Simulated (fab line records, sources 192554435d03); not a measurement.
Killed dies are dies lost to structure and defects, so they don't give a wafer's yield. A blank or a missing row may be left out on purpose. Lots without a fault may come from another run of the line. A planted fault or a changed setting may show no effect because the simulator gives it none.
Tool commonality check | flow n5_finfet | 10 lots, 29 wafers sampled

WHY IT WAS OPENED
At N5_BEOL_M15_CD_MEAS_28 the reading cd_nm is flagged on 1 of 10 lots. Wafers without a fault read 407.2 nm, standard deviation 2.4.
Rule: a lot is flagged when every wafer of it that has a number lies more than 4 standard deviations from that mean, or none has a number. The other lots count as sound.

lot  | measured     | on        | cd_nm (nm), wafer by wafer | flag
L670 | day 11 10:35 | cd_sem-01 | 404.2 405.3                |
L671 | day 11 15:59 | cd_sem-03 | 407.3 405.0 406.0          |
L673 | day 12 01:00 | cd_sem-03 | 407.8 407.4 407.1          |
L675 | day 12 06:10 | cd_sem-01 | 404.0 405.8 404.7          |
L678 | day 13 17:04 | cd_sem-01 | 405.3 404.3 404.1          |
L679 | day 14 03:08 | cd_sem-03 | 409.2 407.3 406.9          |
L680 | day 14 04:15 | cd_sem-03 | 410.8 409.9 408.5          |
L684 | day 15 19:02 | cd_sem-03 | 411.1 410.1 411.1          |
L688 | day 16 17:35 | cd_sem-03 | 422.4 470.6 430.9          | FLAGGED
L690 | day 16 18:20 | cd_sem-01 | 404.5 402.8 405.2          |
The numbers of the flagged lots are 441.3 nm on average: +34.1 nm against the usual, or +14 standard deviations.

WHICH TOOL RAN EACH LOT
The record holds 2 process steps before the reading, out of a route of 1938 steps. In each cell: the tool, then ch and the chambers that the sampled wafers went through, then the start.
lot  | flag    | N5_BEOL_M15_ETCH_57                | N5_BEOL_M15_EXPOSE_25
L670 |         | rie_diel-01 ch 0,1, day 11 09:41   | krf_scanner-02 ch 0, day 11 10:25
L671 |         | rie_diel-03 ch 0,3, day 11 15:04   | krf_scanner-01 ch 0, day 11 15:49
L673 |         | rie_diel-03 ch 0,1,3, day 12 00:14 | krf_scanner-01 ch 0, day 12 00:50
L675 |         | rie_diel-01 ch 0,1,3, day 12 05:16 | krf_scanner-02 ch 0, day 12 05:59
L678 |         | rie_diel-04 ch 0,1,3, day 13 16:17 | krf_scanner-02 ch 0, day 13 16:54
L679 |         | rie_diel-03 ch 0,1, day 14 02:22   | krf_scanner-02 ch 0, day 14 02:59
L680 |         | rie_diel-03 ch 0,2,3, day 14 03:28 | krf_scanner-02 ch 0, day 14 04:05
L684 |         | rie_diel-01 ch 2,3, day 15 18:08   | krf_scanner-01 ch 0, day 15 18:52
L688 | FLAGGED | rie_diel-04 ch 0,1,3, day 16 16:41 | krf_scanner-01 ch 0, day 16 17:25
L690 |         | rie_diel-03 ch 1,2, day 16 17:26   | krf_scanner-02 ch 0, day 16 18:10
What these steps do:
- N5_BEOL_M15_ETCH_57: etches SOC in N2/H2, time 750 s.
- N5_BEOL_M15_EXPOSE_25: exposes mask M15, target cd 400 nm.
- N5_BEOL_M15_CD_MEAS_28: target cd 407.6 nm.

FLAGGED OVER TOTAL, TOOL BY TOOL (the gauges that took the reading come last)
step                   | tool           | lots run | flagged | share of the flagged lots | sound lots run after its first flagged lot
N5_BEOL_M15_ETCH_57    | rie_diel-01    | 3        | 0       | none                      | -
N5_BEOL_M15_ETCH_57    | rie_diel-03    | 5        | 0       | none                      | -
N5_BEOL_M15_ETCH_57    | rie_diel-04    | 2        | 1       | all                       | 0
N5_BEOL_M15_EXPOSE_25  | krf_scanner-01 | 4        | 1       | all                       | 0
N5_BEOL_M15_EXPOSE_25  | krf_scanner-02 | 6        | 0       | none                      | -
N5_BEOL_M15_CD_MEAS_28 | cd_sem-01      | 4        | 0       | none                      | -
N5_BEOL_M15_CD_MEAS_28 | cd_sem-03      | 6        | 1       | all                       | 0

WHAT THE TABLE ALLOWS
3 rows of the table ran every flagged lot: rie_diel-04 at N5_BEOL_M15_ETCH_57, krf_scanner-01 at N5_BEOL_M15_EXPOSE_25, cd_sem-03 at N5_BEOL_M15_CD_MEAS_28.
- rie_diel-04 at N5_BEOL_M15_ETCH_57: 1 of its 2 lots flagged. Its last sound lot is L678 (day 13 16:17), its first flagged lot L688 (day 16 16:41): a fault that began between those two fits.
- krf_scanner-01 at N5_BEOL_M15_EXPOSE_25: 1 of its 4 lots flagged. Its last sound lot is L684 (day 15 18:52), its first flagged lot L688 (day 16 17:25): a fault that began between those two fits. Its own readings lie more than 4 standard deviations out on every wafer of the flagged lots: exposure_dose_mJ_cm2.
- cd_sem-03 at N5_BEOL_M15_CD_MEAS_28: 1 of its 6 lots flagged. Its last sound lot is L684 (day 15 19:02), its first flagged lot L688 (day 16 17:35): a fault that began between those two fits.
Counting lots can't tell these 3 tools apart, because each fits a fault that began at some hour. More lots, or a look at what each step does to the wafer, might.

WHAT THE SIMULATOR HAD PUT IN
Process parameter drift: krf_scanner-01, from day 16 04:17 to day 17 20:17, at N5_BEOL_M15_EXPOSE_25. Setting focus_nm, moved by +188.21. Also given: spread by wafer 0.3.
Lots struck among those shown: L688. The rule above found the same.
